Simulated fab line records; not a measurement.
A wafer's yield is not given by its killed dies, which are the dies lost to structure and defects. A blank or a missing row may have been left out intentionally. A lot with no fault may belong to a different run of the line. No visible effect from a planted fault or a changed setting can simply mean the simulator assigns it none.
fab line records	flow n5Finfet
record: lots: 7	wafers: 39
route steps=1938 shown BEOL_M7@1308 BEOL_M11@1554 MIM_BOT@1833
startH: start of the lot's first displayed wafer, in hours after the record's first day	waitH: how many hours have passed since the lot's step before this one	" same as the row above	L1.1+2: a single row standing in for several wafers	- no value present, or no start provided	* or withheld: withheld	< > ~ a bound
route shown NAME@n: NAME is a module with steps in the file, n the number in the route of the first one	usual: the fault-free wafers' mean and standard deviation	same: alike in all rows	chamber/n: place in a boat	sites: per-site readings	_std_site: the standard deviation of these	_edge_site: inner sites' mean taken away from outer sites' mean	radiusMm: how far each site lies from the wafer's centre	mask NAME#n: copy n	behind: the most recent tool/chamber to have shaped the wafer	hold: why the lot was held/for how many hours/how that ended	device: which transistor (n, p or np) failed to switch	end of line: the same wafers' tests at the end of the route	a step without rows: its recipe alone	killed: count of dies lost to structure and defects at first sort (not the wafer's yield)	map: the dies of a wafer, with x for killed, . for not killed, _ for no die there
set.NAME: setting as actually run; set.NAME@STEP: the setting as run at that earlier step	model.NAME: the simulator's own value behind a step, which no gauge read
lots whose settings were changed on purpose; a table a step, a row a wafer
== steps ==
step: N5_BEOL_M7_TRENCH_ETCH_37
recipe: chemistry: C4F6/O2	targetDepthA: 934.78	target: SiCOH_lowk	timeS: 31.2	ionEnergyEv: 250	pressureMtorr: 30	sourceW: 345	biasW: 185	Ar_flow_sccm: 300	C4F6_flow_sccm: 10	O2_flow_sccm: 10
lot.wafer	tool	chamber	startH	waitH	set.timeS	model.etch.depthNm	model.BEOL_M7.featureDepthNm	model.TiN_of_BEOL_M7_HM_DEP_02.thkNm
L075.1	rieDiel-02	3	-	-	31.2	94.1	94.2	17.6
L075.2	"	0	"	"	43.36	130	130	16.4
L075.3	"	1	"	"	43.36	130.9	131	16.6
L075.4	"	2	"	"	31.2	94.74	94.8	17.4
L075.5	"	3	"	"	31.2	94.3	94.4	17.4
L075.6	"	2	"	"	43.36	131.4	131.4	16.4
L079.1	rieDiel-05	2	-	-	31.2	91.69	91.6	17.4
L079.2	"	0	"	"	31.2	96.25	96.2	16.8
L079.3+5	"	3	"	"	31.2	93.05	93	17.4
L079.4	"	0	"	"	31.2	95.74	95.8	17.2
L079.6	"	2	"	"	31.2	91.69	91.6	17.2
L087.1	rieDiel-05	1	-	-	31.2	91.99	92	17.6
L087.2	"	2	"	"	31.2	91.37	91.4	17.6
L087.3	"	3	"	"	31.2	92.77	92.8	17.6
L087.4	"	0	"	"	31.2	94.63	94.6	17.6
L087.5	"	3	"	"	31.2	92.82	92.8	17.8
L087.6	"	0	"	"	31.2	95.14	95.2	17.4
L088.1	rieDiel-02	1	-	-	31.2	95.5	95.6	17
L088.2	"	0	"	"	31.2	93.52	93.6	17.2
L088.3	"	2	"	"	43.18	130.9	130.8	15.8
L088.4+6	"	3,2	"	"	43.18	131.2	131.2	16
L088.5	"	1	"	"	31.2	95.41	95.4	17
L090.1	rieDiel-02	3	-	-	31.2	93.77	93.8	17.4
L090.2	"	0	"	"	31.2	93.44	93.4	17.4
L090.3	"	2	"	"	31.2	93.89	93.8	17.6
L090.4	"	1	"	"	31.2	95.37	95.4	17.2
L090.5	"	0	"	"	31.2	92.67	92.6	17.6
L090.6	"	1	"	"	31.2	94.91	95	17.4
L091.1	rieDiel-04	2	-	-	31.2	95.72	95.8	17
L091.2	"	3	"	"	31.2	93.72	93.8	17
L091.3	"	0	"	"	31.2	92.77	92.8	16.8
L091.4	"	1	"	"	31.2	89.73	89.8	17.2
L091.5	"	2	"	"	31.2	96.43	96.4	17
L091.6	"	3	"	"	31.2	93.76	93.8	17
L095.2	rieDiel-02	2	-	-	31.2	95.96	96	17
L095.4	"	3	"	"	31.2	95.11	95.2	17
L095.6	"	0	"	"	31.2	92.95	93	17.2
step: N5_BEOL_M7_ETCH_41
recipe: chemistry: CH3F/O2	target: SiCN	targetDepthA: 319	taperDeg: 2	timeS: 57.8	ionEnergyEv: 120	maskMaterial: TiN	pressureMtorr: 30	sourceW: 395	biasW: 75	Ar_flow_sccm: 150	CH3F_flow_sccm: 30	O2_flow_sccm: 20
step: N5_BEOL_M7_STRIP_80
recipe: chemistry: N2/H2	timeS: 10	powerW: 450	tempC: 40	pressureMtorr: 20	rfFrequencyHz: 6e+07	biasPowerW: 7	n2FlowSccm: 200	h2FlowSccm: 200
step: N5_BEOL_M7_OCD_MEAS_38
usual: trenchDepthNm: 93.6/1.9
lot.wafer	tool	chamber	startH	waitH	set.timeS@BEOL_M7_TRENCH_ETCH_37	trenchDepthNm
L075.1	ocd-01	-	196.65	-	31.2	-
L075.2	"	-	"	"	43.36	130.0
L075.3	"	-	"	"	43.36	130.8
L075.4	"	-	"	"	31.2	95.0
L075.5	"	-	"	"	31.2	-
L075.6	"	-	"	"	43.36	-
L079.1	ocd-02	-	216.41	-	31.2	91.2
L079.2	"	-	"	"	31.2	95.9
L079.3	"	-	"	"	31.2	-
L079.4	"	-	"	"	31.2	95.9
L079.5	"	-	"	"	31.2	-
L079.6	"	-	"	"	31.2	-
L087.1	ocd-01	-	279.73	-	31.2	92.2
L087.2	"	-	"	"	31.2	-
L087.3	"	-	"	"	31.2	-
L087.4	"	-	"	"	31.2	-
L087.5	"	-	"	"	31.2	-
L087.6	"	-	"	"	31.2	95.5
L088.1	ocd-01	-	285.49	-	31.2	95.5
L088.2	"	-	"	"	31.2	93.7
L088.3	"	-	"	"	43.18	131.0
L088.4	"	-	"	"	43.18	131.4
L088.5	"	-	"	"	31.2	94.7
L088.6	"	-	"	"	43.18	131.1
L090.1	ocd-01	-	286.07	-	31.2	-
L090.2	"	-	"	"	31.2	-
L090.3	"	-	"	"	31.2	93.3
L090.4	"	-	"	"	31.2	95.1
L090.5	"	-	"	"	31.2	92.5
L090.6	"	-	"	"	31.2	-
L091.1	ocd-02	-	306.79	-	31.2	96.1
L091.2	"	-	"	"	31.2	93.8
L091.3	"	-	"	"	31.2	92.2
L091.4	"	-	"	"	31.2	89.5
L091.5	"	-	"	"	31.2	96.1
L091.6	"	-	"	"	31.2	93.6
L095.2	ocd-02	-	338.40	-	31.2	95.6
L095.4	"	-	"	"	31.2	95.3
L095.6	"	-	"	"	31.2	93.2
step: N5_BEOL_M7_HM_STRIP_39
recipe: chemistry: peroxideTinStrip	material: TiN	targetDepthA: 250	tempC: 50	timeS: 158
step: N5_BEOL_M7_SRD_40
recipe: timeS: 30	tempC: 23	rinseLiquid: diw	dry: ipaMarangoni
step: N5_BEOL_M7_ECD_50
recipe: material: Cu	targetThkA: 3000
step: N5_BEOL_M7_ANNEAL_51
recipe: tempC: 225	timeS: 90	ambient: N2
step: N5_BEOL_M7_CMP_52
recipe: stopOn: SiCOH_lowk	tOverpolishS: 6.9	downForcePsi: 1	platenRpm: 50	clearingPlatenDownForcePsi: 1.5	clearingPlatenRpm: 50	postCmpClean: cuAlkaline	targetThkNm: 80	clearingPlatenPadVelocityMS: 0.99484	padVelocityMS: 0.99484
lot.wafer	tool	chamber	startH	waitH	set.timeS@BEOL_M7_TRENCH_ETCH_37	model.Cu_of_BEOL_M7_ECD_50.thkNm
L075.1	cmp-02	3	199.81	0.3	31.2	81.4
L075.4	"	0	"	"	31.2	83
L075.2	"	1	"	"	43.36	116
L075.3	"	2	"	"	43.36	118
L075.5	"	3	"	"	31.2	81.8
L075.6	"	0	"	"	43.36	119.4
L079.4	cmp-01	3	218.59	0.1	31.2	82.2
L079.2	"	0	"	"	31.2	85.4
L079.3	"	1	"	"	31.2	79.4
L079.1	"	2	"	"	31.2	79.6
L079.6	"	3	"	"	31.2	78.6
L079.5	"	0	"	"	31.2	81.8
L087.3	cmp-03	2	282.61	0.2	31.2	79.4
L087.1	"	3	"	"	31.2	77.8
L087.2	"	0	"	"	31.2	76.4
L087.4	"	1	"	"	31.2	80.4
L087.6	"	2	"	"	31.2	83.4
L087.5	"	3	"	"	31.2	78.6
L088.4	cmp-01	3	288.17	0.1	43.18	117
L088.1+5	"	0,3	"	"	31.2	83.2
L088.2	"	1	"	"	31.2	79.8
L088.3	"	2	"	"	43.18	119.4
L088.6	"	0	"	"	43.18	118.4
L090.2	cmp-03	0	288.53	0.2	31.2	77.8
L090.4	"	1	"	"	31.2	81
L090.1	"	2	"	"	31.2	82.4
L090.3+5	"	3,1	"	"	31.2	79.2
L090.6	"	0	"	"	31.2	80
L091.4	cmp-02	1	309.17	0.3	31.2	76
L091.2+5	"	2,1	"	"	31.2	83
L091.1	"	3	"	"	31.2	84.6
L091.3	"	0	"	"	31.2	82.2
L091.6	"	2	"	"	31.2	81
L095.2	cmp-03	0	341.61	0.2	31.2	80.8
L095.4	"	2	"	"	31.2	82.8
L095.6	"	3	"	"	31.2	78.4
step: N5_BEOL_M7_THK_MEAS_53
recipe: thkMeasGauge: xrf	reads: Cu_of_BEOL_M7_ECD_50
usual: M7_THK: 79.1/2.3
lot.wafer	tool	chamber	startH	waitH	set.timeS@BEOL_M7_TRENCH_ETCH_37	M7_THK[nm]
L075.1	filmMetro-02	-	200.11	-	31.2	-
L075.2	"	-	"	"	43.36	112.8
L075.3	"	-	"	"	43.36	115.2
L075.4	"	-	"	"	31.2	81.2
L075.5	"	-	"	"	31.2	-
L075.6	"	-	"	"	43.36	-
L079.1	filmMetro-01	-	218.88	-	31.2	77.8
L079.2	"	-	"	"	31.2	83.2
L079.3	"	-	"	"	31.2	-
L079.4	"	-	"	"	31.2	80.1
L079.5	"	-	"	"	31.2	-
L079.6	"	-	"	"	31.2	-
L087.1	filmMetro-02	-	282.91	-	31.2	76.6
L087.2	"	-	"	"	31.2	-
L087.3	"	-	"	"	31.2	-
L087.4	"	-	"	"	31.2	-
L087.5	"	-	"	"	31.2	-
L087.6	"	-	"	"	31.2	82.1
L088.1	filmMetro-01	-	288.47	-	31.2	81.8
L088.2	"	-	"	"	31.2	78.4
L088.3	"	-	"	"	43.18	117.0
L088.4	"	-	"	"	43.18	115.0
L088.5	"	-	"	"	31.2	81.6
L088.6	"	-	"	"	43.18	116.2
L090.1	filmMetro-01	-	288.83	-	31.2	-
L090.2	"	-	"	"	31.2	-
L090.3	"	-	"	"	31.2	77.1
L090.4	"	-	"	"	31.2	79.4
L090.5	"	-	"	"	31.2	77.5
L090.6	"	-	"	"	31.2	-
L091.1	filmMetro-02	-	309.46	-	31.2	83.7
L091.2	"	-	"	"	31.2	81.8
L091.3	"	-	"	"	31.2	81.3
L091.4	"	-	"	"	31.2	75.2
L091.5	"	-	"	"	31.2	82.1
L091.6	"	-	"	"	31.2	79.5
L095.2	filmMetro-01	-	341.87	-	31.2	78.6
L095.4	"	-	"	"	31.2	80.8
L095.6	"	-	"	"	31.2	76.3
step: N5_BEOL_M7_PRE_CLEAN_55
recipe: gas: NH3	timeS: 15	tempC: withheld	rfPowerW: 300
step: N5_BEOL_M7_DEP_56
recipe: material: SiCN	targetThkA: 100	tempC: withheld	precursor: 3MS/NH3	pressureTorr: 3	rfW: 202	timeS: 17.5
step: N5_BEOL_M7_RS_MEAS_57
recipe: thkMeasGauge: four-point-probe	reads: Cu_of_BEOL_M7_ECD_50+Co_of_BEOL_M7_CVD_78+TaN_of_BEOL_M7_ALD_77
usual: M7_RS: 0.285/0.0095
lot.wafer	tool	chamber	startH	waitH	set.timeS@BEOL_M7_TRENCH_ETCH_37	M7_RS[ohm/sq]
L075.1	filmMetro-02	-	200.24	0.1	31.2	-
L075.2	"	-	"	"	43.36	0.187
L075.3	"	-	"	"	43.36	0.183
L075.4	"	-	"	"	31.2	0.274
L075.5	"	-	"	"	31.2	-
L075.6	"	-	"	"	43.36	-
L079.1	filmMetro-01	-	219.01	0.1	31.2	0.288
L079.2	"	-	"	"	31.2	0.266
L079.3	"	-	"	"	31.2	-
L079.4	"	-	"	"	31.2	0.277
L079.5	"	-	"	"	31.2	-
L079.6	"	-	"	"	31.2	-
L087.1	filmMetro-01	-	283.04	0.1	31.2	0.295
L087.2	"	-	"	"	31.2	-
L087.3	"	-	"	"	31.2	-
L087.4	"	-	"	"	31.2	-
L087.5	"	-	"	"	31.2	-
L087.6	"	-	"	"	31.2	0.273
L088.1	filmMetro-01	-	288.60	0.1	31.2	0.274
L088.2	"	-	"	"	31.2	0.287
L088.3	"	-	"	"	43.18	0.181
L088.4	"	-	"	"	43.18	0.185
L088.5	"	-	"	"	31.2	0.274
L088.6	"	-	"	"	43.18	0.183
L090.1	filmMetro-02	-	288.96	0.1	31.2	-
L090.2	"	-	"	"	31.2	-
L090.3	"	-	"	"	31.2	0.290
L090.4	"	-	"	"	31.2	0.282
L090.5	"	-	"	"	31.2	0.289
L090.6	"	-	"	"	31.2	-
L091.1	filmMetro-02	-	309.59	0.1	31.2	0.268
L091.2	"	-	"	"	31.2	0.275
L091.3	"	-	"	"	31.2	0.277
L091.4	"	-	"	"	31.2	0.304
L091.5	"	-	"	"	31.2	0.274
L091.6	"	-	"	"	31.2	0.282
L095.2	filmMetro-01	-	342.00	0.1	31.2	0.282
L095.4	"	-	"	"	31.2	0.275
L095.6	"	-	"	"	31.2	0.293
step: N5_BEOL_M11_ETCH_62
recipe: chemistry: N2/H2	target: SOC	targetDepthA: 1100	overetchA: 220	maskMaterial: SiARC	tempC: 40	timeS: 165	ionEnergyEv: 200	pressureMtorr: 30	sourceW: 840	biasW: 150	n2FlowSccm: 200	h2FlowSccm: 200
lot.wafer	tool	chamber	startH	waitH	set.timeS	model.SiARC_of_BEOL_M11_COAT_60.thkNm
L075.1+4	rieDiel-05	1,3	227.25	0.0	165	23.6
L075.2	"	0	"	"	196.2	22
L075.3	"	2	"	"	165	24
L075.5	"	2	"	"	196.2	22.8
L075.6	"	1	"	"	196.2	22.4
L079.1	rieDiel-02	0	248.35	0.0	136.2	25
L079.2+3	"	3,1	"	"	165	23.6
L079.4	"	2	"	"	136.2	24.4
L079.5	"	3	"	"	136.2	24.6
L079.6	"	2	"	"	165	23.2
L087.1	rieDiel-04	1	308.55	0.0	195	23
L087.2+3	"	3,0	"	"	195	22.4
L087.4+5+6	"	2,2,3	"	"	165	23.4
L088.1+3+6	rieDiel-05	3,1,3	318.25	0.0	88.21	26.4
L088.2+5	"	0	"	"	165	23.2
L088.4	"	2	"	"	165	23.8
L090.1	rieDiel-02	3	320.12	0.0	133.8	24.8
L090.2+4	"	1,2	"	"	165	23.4
L090.3	"	0	"	"	165	23.8
L090.5	"	1	"	"	133.8	24.6
L090.6	"	0	"	"	133.8	25
L091.1	rieDiel-04	1	335.80	0.0	165	24
L091.2+6	"	2,0	"	"	238	20.2
L091.3+4	"	0,2	"	"	165	23.2
L091.5	"	1	"	"	238	21.2
L095.2	rieDiel-05	3	374.20	0.0	165	23.6
L095.4	"	2	"	"	165	23.8
L095.6	"	1	"	"	165	23.4
step: N5_BEOL_M11_STRIP_68
recipe: chemistry: N2/H2	tempC: 40	n2FlowSccm: 200	h2FlowSccm: 200	rfFrequencyHz: 6e+07
step: N5_BEOL_M11_STRIP_67
recipe: chemistry: CF4	resist: SiARC	powerW: 300	biasPowerW: 75	pressureMtorr: 50	cf4FlowSccm: 150	rfFrequencyHz: 6e+07
step: N5_BEOL_M11_HM_OPEN_17
recipe: chemistry: Cl2/BCl3	targetDepthA: 200	overetchA: 60	target: TiN	maskMaterial: SOC	ionEnergyEv: 150	pressureMtorr: 10	icpW: 1000	biasW: 126	Cl2_flow_sccm: 53.25	bcl3FlowSccm: 21.75	Ar_flow_sccm: 25
lot.wafer	tool	chamber	startH	waitH	set.timeS@BEOL_M11_ETCH_62	model.etch.depthNm
L075.1	rieMetal-01	1	227.44	0.0	165	19.97
L075.2	"	0	"	"	196.2	17.02
L075.3	"	1	"	"	165	20.08
L075.4	"	0	"	"	165	20.16
L075.5	"	0	"	"	196.2	17.09
L075.6	"	1	"	"	196.2	16.9
L079.1	rieMetal-03	1	248.53	0.0	136.2	19.77
L079.2	"	0	"	"	165	19.64
L079.3	"	1	"	"	165	19.7
L079.4+5	"	0,1	"	"	136.2	19.66
L079.6	"	0	"	"	165	19.68
L087.1	rieMetal-01	1	308.80	0.1	195	17.18
L087.2	"	0	"	"	195	17.09
L087.3	"	0	"	"	195	17.47
L087.4	"	1	"	"	165	19.88
L087.5	"	1	"	"	165	20.46
L087.6	"	0	"	"	165	20.03
L088.1	rieMetal-01	0	318.43	0.0	88.21	19.82
L088.2	"	1	"	"	165	19.63
L088.3	"	0	"	"	88.21	19.84
L088.4	"	1	"	"	165	19.68
L088.5	"	0	"	"	165	19.81
L088.6	"	1	"	"	88.21	19.54
L090.1	rieMetal-03	1	320.31	0.0	133.8	20.07
L090.2	"	0	"	"	165	20.36
L090.3	"	1	"	"	165	20.06
L090.4	"	0	"	"	165	20.16
L090.5	"	0	"	"	133.8	20.15
L090.6	"	1	"	"	133.8	20.12
L091.1	rieMetal-01	1	335.98	0.0	165	20.14
L091.2	"	0	"	"	238	13.08
L091.3	"	0	"	"	165	20.29
L091.4	"	1	"	"	165	20.11
L091.5	"	0	"	"	238	13.71
L091.6	"	1	"	"	238	13.16
L095.2	rieMetal-02	0	374.39	0.0	165	19.89
L095.4	"	0	"	"	165	19.52
L095.6	"	1	"	"	165	19.97
step: N5_MIM_BOT_SPUTTER_00
recipe: material: TiN	targetThkA: 350	tempC: 200	powerW: 3000	chamberPressurePa: 0.49996	gas: Ar	reactivePartialPa: 0.37997	timeS: 89.7
lot.wafer	tool	chamber	startH	waitH	set.timeS	model.TiN_of_MIM_BOT_SPUTTER_00.thkNm
L075.1	pvdSputter-03	-	270.11	0.0	89.7	35.6
L075.2	"	-	"	"	112.6	44.4
L075.3	"	-	"	"	112.6	45
L075.4	"	-	"	"	89.7	35.8
L075.5	"	-	"	"	112.6	44.8
L075.6	"	-	"	"	89.7	35.4
L079.1+5	pvdSputter-01	-	285.62	0.0	89.7	34
L079.2	"	-	"	"	113.4	44.4
L079.3	"	-	"	"	89.7	35
L079.4	"	-	"	"	113.4	44
L079.6	"	-	"	"	113.4	44.2
L087.1+4	pvdSputter-01	-	345.54	0.0	89.7	35.2
L087.2	"	-	"	"	123.7	47.4
L087.3	"	-	"	"	123.7	48.4
L087.5	"	-	"	"	89.7	34.2
L087.6	"	-	"	"	123.7	48.2
L088.1	pvdSputter-01	-	350.08	0.0	104.3	40.4
L088.2+3	"	-	"	"	89.7	35.8
L088.4+5	"	-	"	"	104.3	41.6
L088.6	"	-	"	"	89.7	35.6
L090.1	pvdSputter-02	-	353.73	0.0	68.86	26.8
L090.2+5	"	-	"	"	68.86	27.2
L090.3	"	-	"	"	89.7	35
L090.4	"	-	"	"	89.7	35.4
L090.6	"	-	"	"	89.7	34.6
L091.1	pvdSputter-01	-	363.75	0.0	53.87	21
L091.2	"	-	"	"	53.87	19.8
L091.3	"	-	"	"	89.7	34.6
L091.4+6	"	-	"	"	89.7	34.8
L091.5	"	-	"	"	53.87	20
L095.2	pvdSputter-01	-	403.01	0.0	89.7	34.4
L095.4	"	-	"	"	89.7	35.2
L095.6	"	-	"	"	89.7	34.6
== key ==
split: step: N5_BEOL_M7_TRENCH_ETCH_37	setting: timeS	stated: 31.2	by: wafer
response: step: N5_BEOL_M7_TRENCH_ETCH_37	reading: model.etch.depthNm	change: +0.939	per: 1%	r: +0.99
response: step: N5_BEOL_M7_TRENCH_ETCH_37	reading: model.BEOL_M7.featureDepthNm	change: +0.937	per: 1%	r: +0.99
response: step: N5_BEOL_M7_TRENCH_ETCH_37	reading: model.TiN_of_BEOL_M7_HM_DEP_02.thkNm	change: -0.0276	per: 1%	r: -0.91
response: step: N5_BEOL_M7_OCD_MEAS_38	reading: trenchDepthNm	change: +0.939	per: 1%	r: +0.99
response: step: N5_BEOL_M7_CMP_52	reading: model.Cu_of_BEOL_M7_ECD_50.thkNm	change: +0.93	per: 1%	r: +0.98
response: step: N5_BEOL_M7_THK_MEAS_53	reading: M7_THK	change: +0.898	per: 1%	r: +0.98
response: step: N5_BEOL_M7_RS_MEAS_57	reading: M7_RS	change: -0.00242	per: 1%	r: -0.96
split: step: N5_BEOL_M11_ETCH_62	setting: timeS	stated: 165	by: wafer
response: step: N5_BEOL_M11_ETCH_62	reading: model.SiARC_of_BEOL_M11_COAT_60.thkNm	change: -0.0647	per: 1%	r: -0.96
response: step: N5_BEOL_M11_HM_OPEN_17	reading: model.etch.depthNm	shape: bent	atLowest: 19.73	atStated: 19.96	atHighest: 13.32
split: step: N5_MIM_BOT_SPUTTER_00	setting: timeS	stated: 89.7	by: wafer
response: step: N5_MIM_BOT_SPUTTER_00	reading: model.TiN_of_MIM_BOT_SPUTTER_00.thkNm	change: +0.355	per: 1%	r: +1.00
